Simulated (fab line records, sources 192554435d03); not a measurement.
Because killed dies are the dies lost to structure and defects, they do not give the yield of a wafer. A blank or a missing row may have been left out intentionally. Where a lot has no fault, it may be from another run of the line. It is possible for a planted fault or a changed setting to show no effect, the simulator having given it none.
Chamber matching + flow n5Finfet + 4 sister chambers for N5_HKMG_FIN_ETCH_55 on rieDiel-04
The step etches SOC in N2/H2, target depth 240 nm, time 300 s. 8 wafers are shown with their chamber, then 7 later ones without.

## WAFERS, EACH WITH ITS CHAMBER
| wafer  | chamber | drypumpMotorCurrentA (A) | showerheadPlenumPTorr (Torr) |
|--------|---------|--------------------------|------------------------------|
| L074.3 | 0       | 5.2                      | 2.50                         |
| L074.6 | 3       | 6.5                      | 2.64                         |
| L075.1 | 3       | 6.5                      | 2.64                         |
| L076.5 | 2       | 5.8                      | 2.51                         |
| L077.2 | 2       | 5.8                      | 2.51                         |
| L077.6 | 1       | 5.4                      | 2.61                         |
| L085.3 | 0       | 5.2                      | 2.49                         |
| L085.5 | 1       | 5.3                      | 2.61                         |

## WAFERS WHOSE CHAMBER IS MISSING
| wafer  | drypumpMotorCurrentA (A) | showerheadPlenumPTorr (Torr) |
|--------|--------------------------|------------------------------|
| L085.6 | 5.7                      | 2.50                         |
| L086.1 | 6.5                      | 2.63                         |
| L086.3 | 5.3                      | 2.61                         |
| L086.4 | 5.2                      | 2.49                         |
| L088.1 | 6.5                      | 2.62                         |
| L088.3 | 5.2                      | 2.49                         |
| L088.4 | 5.3                      | 2.60                         |

## WHICH CHAMBER EACH ONE RAN IN
| wafer  | from the rows above | in truth |
|--------|---------------------|----------|
| L085.6 | 2                   | 2        |
| L086.1 | 3                   | 3        |
| L086.3 | 1                   | 1        |
| L086.4 | 0                   | 0        |
| L088.1 | 3                   | 3        |
| L088.3 | 0                   | 0        |
| L088.4 | 1                   | 1        |
Placed correctly: 7 of 7. Number that these rows cannot place: 0. 0 placed wrongly.
How it was worked out, from the rows above alone: a wafer's distance from a chamber is the root of the sum, over the readings, of the square of ((its reading less the chamber's mean) divided by the reading's scatter). If the next closest chamber is less than 2 further off than the closest, the wafer can't be placed; otherwise it belongs to the closest. The mean given for a chamber averages the wafers shown for that chamber. The scatter: take each reading less its chamber's mean, square it, sum over the shown wafers, divide by the number of wafers less the number of chambers, and take the root.
